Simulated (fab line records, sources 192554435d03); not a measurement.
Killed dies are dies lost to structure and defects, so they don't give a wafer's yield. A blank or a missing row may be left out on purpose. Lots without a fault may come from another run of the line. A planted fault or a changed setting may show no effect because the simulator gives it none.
Which tool did it? | flow n5_finfet | 9 lots, 27 wafers sampled, at 5 steps of a route of 1938

WHAT THE GAUGES READ, wafer by wafer
N5_SD_EPI_P_INSPECT_26: inspects for defects (darkfield).
lot  | measured    | on                | raw_defect_count
L107 | day 3 13:19 | defect_inspect-01 | 218 166 258
L112 | day 4 18:43 | defect_inspect-02 | 174 218 237
L113 | day 4 20:49 | defect_inspect-02 | 226 145 185
L115 | day 5 11:13 | defect_inspect-01 | 136 126 198
L117 | day 6 00:37 | defect_inspect-01 | 88 135 91
L118 | day 6 03:55 | defect_inspect-02 | 111 132 161
L120 | day 6 16:56 | defect_inspect-02 | 188 200 284
L129 | day 8 23:41 | defect_inspect-02 | 171 295 271
L130 | day 9 05:50 | defect_inspect-01 | 168 127 160

N5_ILD0_THK_MEAS_08.
lot  | measured    | on            | thk_nm (nm)
L107 | day 3 17:26 | film_metro-01 | 140.0 138.5 138.5
L112 | day 4 22:51 | film_metro-02 | 138.6 138.0 138.7
L113 | day 5 00:35 | film_metro-02 | 138.9 138.8 137.8
L115 | day 5 15:38 | film_metro-02 | 137.5 136.4 139.1
L117 | day 6 04:26 | film_metro-01 | 139.0 136.9 140.1
L118 | day 6 07:46 | film_metro-01 | 137.8 137.1 138.7
L120 | day 6 20:49 | film_metro-02 | 139.4 140.3 139.6
L129 | day 9 03:49 | film_metro-02 | 140.0 139.9 139.4
L130 | day 9 09:40 | film_metro-02 | 138.0 138.8 137.3

N5_BEOL_M4_RC_MEAS_101.
lot  | measured     | on        | DIBL_N (mV/V)  | DIBL_P (mV/V)  | IOFF_N (nA/um) | IOFF_N_85C (nA/um) | IOFF_N_LIN (nA/um) | IOFF_P (nA/um) | IOFF_P_85C (nA/um) | IOFF_P_LIN (nA/um) | ION_N (uA/um) | ION_P (uA/um) | REXT_N (ohm.um) | REXT_P (ohm.um)   | SS_N (mV/dec)  | SS_P (mV/dec)  | VT_N (mV)   | VT_N_LVT (mV) | VT_P (mV)
L107 | day 7 15:56  | prober-01 | 40.9 39.8 36.5 | 41.0 39.5 35.0 | 0.27 0.23 0.16 | 4.7 4.2 3.1        | 0.112 0.100 0.074  | 0.32 0.29 0.23 | 5.3 4.8 3.9        | 0.140 0.130 0.109  | 695 695 669   | 472 474 465   | 72.6 74.3 74.6  | 100.8 101.4 100.7 | 72.0 72.1 71.2 | 74.4 74.1 72.4 | 240 245 252 | 91 93 98      | -242.9 -243.5 -247.3
L112 | day 10 02:00 | prober-02 | 32.7 34.2 35.7 | 32.6 34.1 37.3 | 0.10 0.12 0.15 | 2.0 2.4 3.0        | 0.049 0.057 0.072  | 0.14 0.16 0.20 | 2.7 2.9 3.5        | 0.075 0.082 0.097  | 643 663 692   | 446 453 471   | 76.0 76.8 76.6  | 102.4 101.9 100.9 | 70.0 71.5 71.5 | 71.9 72.7 73.3 | 259 255 248 | 103 101 96    | -257.7 -254.1 -249.6
L113 | day 9 23:12  | prober-01 | 35.3 35.7 32.9 | 37.0 36.7 34.1 | 0.15 0.15 0.11 | 2.8 2.8 2.3        | 0.070 0.068 0.057  | 0.20 0.20 0.16 | 3.5 3.4 3.0        | 0.095 0.095 0.083  | 675 666 668   | 464 459 465   | 75.4 74.3 75.6  | 100.7 98.7 99.0   | 71.0 71.3 71.0 | 73.5 73.3 72.7 | 249 253 255 | 102 103 103   | -252.4 -251.4 -253.0
L115 | day 10 05:17 | prober-01 | 37.1 38.0 40.5 | 38.9 39.6 43.6 | 0.18 0.18 0.26 | 3.5 3.5 4.8        | 0.083 0.084 0.113  | 0.20 0.22 0.29 | 3.6 3.9 4.8        | 0.094 0.101 0.121  | 690 681 697   | 466 464 464   | 73.2 73.4 74.3  | 103.0 99.9 100.5  | 70.7 71.6 72.0 | 73.9 74.2 74.2 | 244 247 242 | 94 95 90      | -253.0 -252.3 -248.7
L117 | day 11 04:19 | prober-02 | 36.3 34.5 36.6 | 37.7 34.6 37.1 | 0.18 0.15 0.19 | 3.5 2.9 3.6        | 0.083 0.071 0.086  | 0.22 0.18 0.21 | 3.7 3.2 3.7        | 0.101 0.090 0.100  | 682 671 683   | 457 456 464   | 74.8 75.3 74.8  | 100.8 99.8 101.4  | 71.2 70.8 71.7 | 74.1 72.5 73.6 | 248 248 244 | 96 97 94      | -251.5 -252.5 -253.3
L118 | day 10 11:23 | prober-01 | 35.3 34.6 32.8 | 35.9 35.0 32.3 | 0.13 0.13 0.10 | 2.6 2.5 2.0        | 0.063 0.062 0.050  | 0.21 0.19 0.15 | 3.6 3.3 2.8        | 0.095 0.089 0.078  | 668 673 657   | 464 473 458   | 72.9 71.8 70.9  | 99.9 101.9 100.5  | 70.6 70.6 70.4 | 73.9 73.0 71.3 | 255 253 259 | 103 102 108   | -250.9 -252.9 -252.3
L120 | day 11 10:07 | prober-01 | 35.5 33.3 35.3 | 34.8 33.1 34.6 | 0.15 0.12 0.15 | 2.9 2.4 2.9        | 0.069 0.060 0.069  | 0.20 0.18 0.19 | 3.4 3.1 3.4        | 0.096 0.090 0.096  | 685 669 677   | 470 456 462   | 76.0 77.0 75.7  | 96.6 97.1 97.0    | 71.1 70.8 70.9 | 72.8 72.4 72.5 | 250 252 251 | 99 101 98     | -249.7 -249.3 -251.7
L129 | day 14 07:43 | prober-02 | 47.4 47.8 46.4 | 42.1 42.5 40.8 | 0.48 0.50 0.42 | 7.7 7.9 7.0        | 0.180 0.180 0.164  | 0.33 0.35 0.31 | 5.2 5.5 5.0        | 0.141 0.150 0.137  | 753 742 746   | 491 487 490   | 66.8 66.0 66.3  | 92.8 91.4 91.3    | 72.9 74.1 72.9 | 74.2 74.6 73.9 | 231 232 231 | 81 82 83      | -241.1 -241.7 -242.7
L130 | day 14 06:26 | prober-01 | 48.1 48.8 51.6 | 40.0 39.3 40.9 | 0.47 0.48 0.72 | 7.7 7.7 10.8       | 0.166 0.169 0.202  | 0.29 0.28 0.34 | 4.8 4.7 5.4        | 0.130 0.130 0.147  | 734 743 750   | 473 477 479   | 65.0 63.8 63.6  | 98.2 96.9 98.4    | 74.1 74.7 76.5 | 73.9 74.5 74.2 | 235 235 232 | 86 85 83      | -247.0 -247.5 -241.4

WHICH TOOL RAN EACH LOT (tool, then ch and the chambers of the sampled wafers, then the start)
lot  | N5_SD_ACTIVATION_RTA_00         | N5_ILD0_CMP_07
L107 | rtp_anneal-02 ch 0, day 3 13:28 | cmp-02 ch 0,2,3, day 3 17:13
L112 | rtp_anneal-02 ch 0, day 4 18:53 | cmp-04 ch 0,1,2, day 4 22:34
L113 | rtp_anneal-02 ch 0, day 4 20:52 | cmp-02 ch 0,2,3, day 5 00:22
L115 | rtp_anneal-01 ch 0, day 5 11:52 | cmp-02 ch 1,2, day 5 15:22
L117 | rtp_anneal-02 ch 0, day 6 00:43 | cmp-02 ch 0,1,2, day 6 04:08
L118 | rtp_anneal-02 ch 0, day 6 04:02 | cmp-02 ch 0,1,2, day 6 07:31
L120 | rtp_anneal-02 ch 0, day 6 16:58 | cmp-01 ch 0,1, day 6 20:34
L129 | rtp_anneal-02 ch 0, day 8 23:43 | cmp-04 ch 0,1,2, day 9 03:31
L130 | rtp_anneal-02 ch 0, day 9 05:53 | cmp-02 ch 0,2, day 9 09:25
- N5_SD_ACTIVATION_RTA_00: time 0 s.
- N5_ILD0_CMP_07: polishes SiO2 flowable, stops on poly-Si, t overpolish 1.18 s, target thk 138.88 nm.

WHAT THE TOOLS THEMSELVES READ (means of the sampled wafers that have a number; where no wafer has one, the mark that the record gives instead)
N5_SD_ACTIVATION_RTA_00.
lot  | tool          | lamp_power_pct (%) | lamp_zone_1_pct (%) | lamp_zone_2_pct (%) | lamp_zone_3_pct (%) | lamp_zone_4_pct (%) | lamp_zone_5_pct (%) | lamp_zone_6_pct (%) | lamp_zone_7_pct (%) | wafer_temp_C_max
L107 | rtp_anneal-02 | 8.98               | 8.962               | 8.968               | 8.949               | 8.955               | 8.947               | 8.878               | 9.363               | 976.1
L112 | rtp_anneal-02 | 8.99               | 8.969               | 8.971               | 8.967               | 8.937               | 8.964               | 8.894               | 9.355               | 973.7
L113 | rtp_anneal-02 | 8.95               | 8.944               | 8.938               | 8.949               | 8.942               | 8.949               | 8.873               | 9.368               | 974.3
L115 | rtp_anneal-01 | 8.94               | 8.952               | 8.962               | 8.942               | 8.987               | 8.973               | 8.877               | 9.358               | 974.7
L117 | rtp_anneal-02 | 9.00               | 8.959               | 8.931               | 8.929               | 8.946               | 8.952               | 8.877               | 9.384               | 976.3
L118 | rtp_anneal-02 | 9.02               | 8.952               | 8.971               | 8.955               | 8.931               | 8.970               | 8.869               | 9.360               | 976.3
L120 | rtp_anneal-02 | 8.96               | 8.959               | 8.911               | 8.931               | 8.940               | 8.956               | 8.875               | 9.369               | 974.1
L129 | rtp_anneal-02 | 9.36               | 9.314               | 9.330               | 9.384               | 9.359               | 9.360               | 9.276               | 9.751               | 975.3
L130 | rtp_anneal-02 | 9.34               | 9.363               | 9.346               | 9.318               | 9.347               | 9.337               | 9.267               | 9.771               | 974.0

N5_ILD0_CMP_07.
lot  | tool   | motor_current_A (A)
L107 | cmp-02 | 11.5
L112 | cmp-04 | 13.1
L113 | cmp-02 | 11.2
L115 | cmp-02 | 11.1
L117 | cmp-02 | 11.1
L118 | cmp-02 | 11.2
L120 | cmp-01 | 12.2
L129 | cmp-04 | 13.0
L130 | cmp-02 | 10.9

THE ANSWER, worked out from the rows above alone
Rule: what is usual is taken from the lots themselves. Put in order of their means at a reading, lots are off if they are a third of the lots or fewer, leave a main group of 4 or more, and stand apart from it by a gap of 3 or more times the standard deviation of the main group's means; of several such gaps the widest counts. A main group whose means are all the same, to the digits that the tables above print for the reading, isn't used. A lot without any number at a reading at which 4 lots or more have one is off too. The other lots that the step has rows for count as sound. The gauges are gone through in route order, then the tools' own readings, and for those a lot's mean is taken as printed above. The first step at which some lot is off is used, and at that step the reading that is off furthest; a lot without a number counts as furthest.
Off: L129, L130, at N5_BEOL_M4_RC_MEAS_101 (IOFF_N). The main group: mean 0.16 nA/um, standard deviation 0.038.
A tool fits if, at a process step before that reading, it ran every lot that is off, and no sound lot after the first of them. The gauges at N5_BEOL_M4_RC_MEAS_101 aren't tried: what is off there is off at N5_SD_ACTIVATION_RTA_00 too, on other tools, and a gauge's error can't cause that. One fits: rtp_anneal-02 at N5_SD_ACTIVATION_RTA_00. Its last sound lot is L120 (day 6 16:58), its first lot that is off L129 (day 8 23:43): a fault that began between those two fits.
The tool's own readings at N5_SD_ACTIVATION_RTA_00 bear it out: on the lots that are off they differ by more than 5 times the standard deviation of the sound lots' means. lamp_power_pct reads 9.35 % there against 8.98 % on the sound lots; lamp_zone_1_pct reads 9.338 % there against 8.957 % on the sound lots; lamp_zone_2_pct reads 9.338 % there against 8.950 % on the sound lots; lamp_zone_3_pct reads 9.351 % there against 8.946 % on the sound lots; lamp_zone_4_pct reads 9.353 % there against 8.948 % on the sound lots; lamp_zone_5_pct reads 9.348 % there against 8.959 % on the sound lots; lamp_zone_6_pct reads 9.271 % there against 8.878 % on the sound lots; lamp_zone_7_pct reads 9.761 % there against 9.365 % on the sound lots.

WHAT THE SIMULATOR HAD PUT IN
Process parameter drift: rtp_anneal-02, from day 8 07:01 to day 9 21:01, at N5_SD_ACTIVATION_RTA_00. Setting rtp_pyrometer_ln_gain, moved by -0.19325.
Lots struck among those shown: L129, L130. The rule above found the same.
